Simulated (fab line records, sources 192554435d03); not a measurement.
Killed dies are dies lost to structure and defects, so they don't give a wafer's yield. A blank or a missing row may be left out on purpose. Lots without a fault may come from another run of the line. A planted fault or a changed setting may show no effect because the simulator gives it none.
Chamber matching | flow n5_finfet | N5_BEOL_M13_ETCH_38 on rie_diel-02: 4 sister chambers
The step etches SiCN in CF4/N2, target depth 67.5 nm, time 71.9 s. 22 wafers are shown with their chamber, then 11 later ones without.

WAFERS WITH THEIR CHAMBER
wafer  | chamber | showerhead_plenum_p_Torr (Torr) | drypump_motor_current_A (A) | throttle_valve_pct (%)
L075.2 | 0       | 2.15                            | 5.8                         | 15.14
L075.3 | 1       | 2.28                            | 5.6                         | 15.68
L075.5 | 1       | 2.28                            | 5.6                         | 15.69
L077.3 | 0       | 2.15                            | 5.8                         | 15.17
L077.5 | 0       | 2.15                            | 5.8                         | 15.15
L077.6 | 1       | 2.28                            | 5.6                         | 15.72
L082.4 | 0       | 2.15                            | 5.8                         | 15.17
L082.5 | 3       | 2.34                            | 5.1                         | 15.56
L082.6 | 0       | 2.15                            | 5.8                         | 15.17
L086.2 | 3       | 2.34                            | 5.0                         | 15.59
L086.3 | 1       | 2.27                            | 5.6                         | 15.74
L086.4 | 2       | 2.18                            | 5.7                         | 15.90
L087.1 | 1       | 2.27                            | 5.6                         | 15.78
L087.2 | 0       | 2.14                            | 5.8                         | 15.20
L087.6 | 1       | 2.27                            | 5.6                         | 15.77
L089.2 | 0       | 2.14                            | 5.8                         | 15.21
L089.4 | 1       | 2.26                            | 5.6                         | 15.79
L089.5 | 3       | 2.33                            | 5.0                         | 15.61
L093.1 | 0       | 2.14                            | 5.8                         | 15.22
L093.2 | 3       | 2.33                            | 5.0                         | 15.61
L093.4 | 1       | 2.26                            | 5.6                         | 15.78
L094.1 | 0       | 2.14                            | 5.7                         | 15.26

SIGNATURES (means of the wafers above)
reading                  | chamber 0 | chamber 1 | chamber 2 | chamber 3 | scatter within a chamber
showerhead_plenum_p_Torr | 2.1456    | 2.2712    | 2.1800    | 2.3350    | 0.00671
drypump_motor_current_A  | 5.789     | 5.600     | 5.700     | 5.025     | 0.0302
throttle_valve_pct       | 15.1878   | 15.7438   | 15.9000   | 15.5925   | 0.0382
Rule: a wafer's distance from a chamber is the root of the sum, over the readings, of the square of ((its reading less the chamber's mean) divided by the reading's scatter). The wafer belongs to the nearest chamber; if the next one is less than 2 further off, it can't be placed. The scatter: the root of (the sum of the squares of (reading less its chamber's mean) over the shown wafers, divided by (wafers less chambers)).

WAFERS WITHOUT THEIR CHAMBER
wafer  | showerhead_plenum_p_Torr (Torr) | drypump_motor_current_A (A) | throttle_valve_pct (%)
L094.2 | 2.17                            | 5.7                         | 15.39
L094.3 | 2.33                            | 5.0                         | 15.65
L094.4 | 2.14                            | 5.8                         | 15.27
L094.5 | 2.33                            | 5.0                         | 15.66
L094.6 | 2.17                            | 5.7                         | 15.41
L095.1 | 2.14                            | 5.7                         | 15.24
L095.4 | 2.17                            | 5.6                         | 15.42
L095.5 | 2.33                            | 5.0                         | 15.65
L097.1 | 2.33                            | 5.1                         | 15.65
L097.5 | 2.33                            | 5.1                         | 15.65
L097.6 | 2.17                            | 5.7                         | 15.41

WHICH CHAMBER EACH WENT THROUGH
wafer  | from the rows above | in truth
L094.2 | 0                   | 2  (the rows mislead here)
L094.3 | 3                   | 3
L094.4 | 0                   | 0
L094.5 | 3                   | 3
L094.6 | 0                   | 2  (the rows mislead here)
L095.1 | 0                   | 0
L095.4 | 0                   | 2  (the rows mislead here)
L095.5 | 3                   | 3
L097.1 | 3                   | 3
L097.5 | 3                   | 3
L097.6 | 0                   | 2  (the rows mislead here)
Placed correctly: 7 of 11. Can't be placed from these rows: 0. Placed wrongly: 4.
